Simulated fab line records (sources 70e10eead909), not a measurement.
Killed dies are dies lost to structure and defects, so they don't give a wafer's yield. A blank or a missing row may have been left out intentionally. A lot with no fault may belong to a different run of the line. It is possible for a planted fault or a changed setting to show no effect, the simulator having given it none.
Chamber matching :: flow nand_harc :: 4 sister chambers for NHARC_A_WL_FILL_ALD_00 on ald_hk-02
The step deposits Al2O3, target thk 3 nm, pulse time 3 s, ald cycles 30. 8 wafers are shown with their chamber, then 10 later ones without.

## WAFERS, EACH WITH ITS CHAMBER
wafer: L082.6
chamber: 2
heater_power_w (W): 422
precursor_pulse_height_rel: 1.004

wafer: L080.1
chamber: 2
heater_power_w (W): 420
precursor_pulse_height_rel: 1.011

wafer: L080.4
chamber: 3
heater_power_w (W): 563
precursor_pulse_height_rel: 0.999

wafer: L091.1
chamber: 1
heater_power_w (W): 510
precursor_pulse_height_rel: 0.983

wafer: L091.3
chamber: 3
heater_power_w (W): 558
precursor_pulse_height_rel: 1.009

wafer: L091.4
chamber: 0
heater_power_w (W): 481
precursor_pulse_height_rel: 1.012

wafer: L092.2
chamber: 0
heater_power_w (W): 486
precursor_pulse_height_rel: 1.015

wafer: L092.5
chamber: 1
heater_power_w (W): 507
precursor_pulse_height_rel: 1.002

## WAFERS MISSING THEIR CHAMBER
wafer: L092.6
heater_power_w (W): 422
precursor_pulse_height_rel: 1.028

wafer: L094.1
heater_power_w (W): 476
precursor_pulse_height_rel: 1.007

wafer: L094.5
heater_power_w (W): 465
precursor_pulse_height_rel: 0.985

wafer: L094.6
heater_power_w (W): 564
precursor_pulse_height_rel: 0.991

wafer: L097.3
heater_power_w (W): 499
precursor_pulse_height_rel: 1.002

wafer: L097.4
heater_power_w (W): 571
precursor_pulse_height_rel: 0.984

wafer: L097.6
heater_power_w (W): 570
precursor_pulse_height_rel: 1.028

wafer: L095.1
heater_power_w (W): 489
precursor_pulse_height_rel: 1.014

wafer: L095.2
heater_power_w (W): 564
precursor_pulse_height_rel: 1.002

wafer: L095.6
heater_power_w (W): 574
precursor_pulse_height_rel: 1.007

## WHICH CHAMBER EACH ONE RAN IN
wafer: L092.6
from the rows above: 2
in truth: 2

wafer: L094.1
from the rows above: 0
in truth: 0

wafer: L094.5
from the rows above: 0
in truth: 0

wafer: L094.6
from the rows above: 3
in truth: 3

wafer: L097.3
from the rows above: 1
in truth: 1

wafer: L097.4
from the rows above: 3
in truth: 3

wafer: L097.6
from the rows above: 3
in truth: 3

wafer: L095.1
from the rows above: 0
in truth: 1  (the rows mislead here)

wafer: L095.2
from the rows above: 3
in truth: 3

wafer: L095.6
from the rows above: 3
in truth: 3
Correctly placed: 9 of 10. Can't be placed from these rows: 0. Wrongly placed: 1.
How it was worked out, from the rows above alone: a wafer's distance from a chamber is the root of the sum, over the readings, of the square of ((its reading less the chamber's mean) divided by the reading's scatter). The wafer belongs to the nearest chamber; if the next one is less than 2 further off, it can't be placed. Each chamber's mean is taken over the wafers shown for it. The scatter: the root of (the sum of the squares of (reading less its chamber's mean) over the shown wafers, divided by (wafers less chambers)).
